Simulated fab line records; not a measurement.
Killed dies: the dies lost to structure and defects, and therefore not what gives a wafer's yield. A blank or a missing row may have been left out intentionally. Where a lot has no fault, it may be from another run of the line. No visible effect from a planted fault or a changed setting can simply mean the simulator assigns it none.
Chamber matching    flow nand-harc    NHARC_A_STAIRCASE_DEP_151 on pecvd-02: 3 sister chambers
The step deposits SiO2, target thk 7200 nm. 14 wafers are shown with their chamber, then 7 later ones without.

== WAFERS PAIRED WITH THEIR CHAMBERS ==
wafer   chamber  heater-power-w (W)
L079.1  2        855
L079.4  1        563
L079.5  0        575
L081.2  1        576
L081.3  2        758
L081.4  0        593
L083.3  1        633
L083.5  2        727
L083.6  1        561
L084.2  0        703
L084.3  1        690
L084.6  1        558
L086.3  1        672
L086.5  2        723

SIGNATURES, as means of the wafers listed above
reading         chamber 0  chamber 1  chamber 2  scatter within a chamber
heater-power-w  623.67     607.57     765.75     60.4
Rule: a wafer's distance from a chamber is the root of the sum, over the readings, of the square of ((its reading less the chamber's mean) divided by the reading's scatter). If the next closest chamber is less than 2 further off than the closest, the wafer can't be placed; otherwise it belongs to the closest. How the scatter is found: for the shown wafers, subtract from each reading the mean of its chamber, square and add these, divide the total by (wafers less chambers), then take the root.

== WAFERS WITHOUT THEIR CHAMBER ==
wafer   heater-power-w (W)
L086.6  581
L089.1  743
L089.5  600
L089.6  736
L096.2  722
L096.4  581
L096.6  758

== EACH ONE'S CHAMBER ==
wafer   from the rows above           in truth
L086.6  can't be placed: 1 or 0       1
L089.1  can't be placed: 2 or 0 or 1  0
L089.5  can't be placed: 1 or 0       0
L089.6  can't be placed: 2 or 0 or 1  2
L096.2  can't be placed: 2 or 0 or 1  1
L096.4  can't be placed: 1 or 0       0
L096.6  2                             2
Correctly placed: 1 of 7. Not placeable from these rows: 6 (in 6, the candidates include the true chamber). 0 placed wrongly.
